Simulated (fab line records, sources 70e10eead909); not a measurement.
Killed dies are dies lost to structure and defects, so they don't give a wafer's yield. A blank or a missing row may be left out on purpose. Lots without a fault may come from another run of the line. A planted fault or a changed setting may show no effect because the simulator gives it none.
A struck lot beside a sound one | flow nand_harc | 14 steps out of a route of 1159
Sound: wafers L653.1, L653.2, L653.6. Struck: wafers L652.1, L652.5, L652.6. The cause comes at the end.
At each step with rows: each side's tool, then ch and its chambers, then its first start. Under that, the readings that differ: sound wafers | struck wafers | difference of the means | sigmas: that difference in standard deviations of wafers without a fault.
alike: readings whose means differ by less than 2 such deviations, and words and numbers that are the same on both sides. not compared: withheld readings, readings that some wafer has no value for, bounds like >300 that may hide the same value, and numbers for which the record gives no deviation and whose values overlap.
The two part at a step that has a row with sigmas, a row that says differs or no value, or rows on one side only. Numbers that don't overlap but have no deviation are shown without sigmas and don't part them. A reading that every wafer of one side lacks parts them only if that side has two wafers or more.

first, 6 steps without rows for these wafers: NHARC_A_STAIRCASE_SOFTBAKE_04 (time 170 s); NHARC_A_STAIRCASE_EBR_05; NHARC_A_STAIRCASE_EXPOSE_06 (exposes mask STAIR); NHARC_A_STAIRCASE_PEB_07 (peb time 130 s); NHARC_A_STAIRCASE_DEVELOP_08 (time 140 s); NHARC_A_STAIRCASE_HARDBAKE_10 (time 140 s).
NHARC_A_STAIRCASE_DESCUM_11: chemistry O2, time 3 s.
  sound on rie_diel-04 ch 1,2,3, day 14 10:24; struck on rie_diel-05 ch 1,2,3, day 14 10:01
  alike: drypump_motor_current_A, oes_product_au, rf_vpp_V, showerhead_plenum_p_Torr, throttle_valve_pct
  not compared: rf_hours_counter_h
then, 1 step without rows for these wafers: NHARC_A_STAIRCASE_TRIM_12 (chemistry O2, time 211.2 s).
NHARC_A_STAIRCASE_ETCH_13: etches the open film in C4F8/O2, target depth 100 nm, time 40.5 s.
  sound on rie_diel-04 ch 1,2,3; struck on rie_diel-05 ch 0,2,3
  alike: oes_product_au, rf_vpp_V
  not compared: rf_hours_counter_h
NHARC_A_STAIRCASE_TRIM_14: chemistry O2, time 211.2 s.
  sound on rie_diel-04 ch 0,1,2; struck on rie_diel-05 ch 1,2
  alike: chamber_pressure_mTorr, drypump_motor_current_A, oes_product_au, rf_vpp_V, showerhead_plenum_p_Torr, throttle_valve_pct
  not compared: rf_hours_counter_h
NHARC_A_STAIRCASE_ETCH_15: etches the open film in C4F8/O2, target depth 100 nm, time 40.5 s.
  sound on rie_diel-04 ch 1,2; struck on rie_diel-05 ch 1,2
  alike: oes_product_au, rf_vpp_V
  not compared: rf_hours_counter_h
NHARC_A_STAIRCASE_TRIM_16: chemistry O2, time 211.2 s.
  sound on rie_diel-04 ch 0,1,3, day 14 11:04; struck on rie_diel-05 ch 0,1,3, day 14 10:53
  no value came back on the struck wafers for any of 7 readings (bias_w (W), chamber_pressure_mTorr (mTorr) and others); on the sound wafers bias_w (W) reads 0 0 0
  not compared: rf_hours_counter_h
NHARC_A_STAIRCASE_ETCH_17: etches the open film in C4F8/O2, target depth 100 nm, time 40.5 s.
  sound on rie_diel-04 ch 0,1; struck on rie_diel-05 ch 0,1
  alike: oes_product_au, rf_vpp_V
  not compared: rf_hours_counter_h
-- the record jumps here: 8 days lie between the struck wafers' starts before and after (it left off in module A_STAIRCASE and takes up again in module END, whose first step shown is number 1159 of the route) --
NHARC_END_SORT_01:
  the record has rows for the struck wafers here (prober-02 ch 0, day 22 08:50) and none for the sound ones

WHERE THEY PART
First at NHARC_A_STAIRCASE_TRIM_16; last, within this record, at NHARC_END_SORT_01.

WHY: what the simulator had put in
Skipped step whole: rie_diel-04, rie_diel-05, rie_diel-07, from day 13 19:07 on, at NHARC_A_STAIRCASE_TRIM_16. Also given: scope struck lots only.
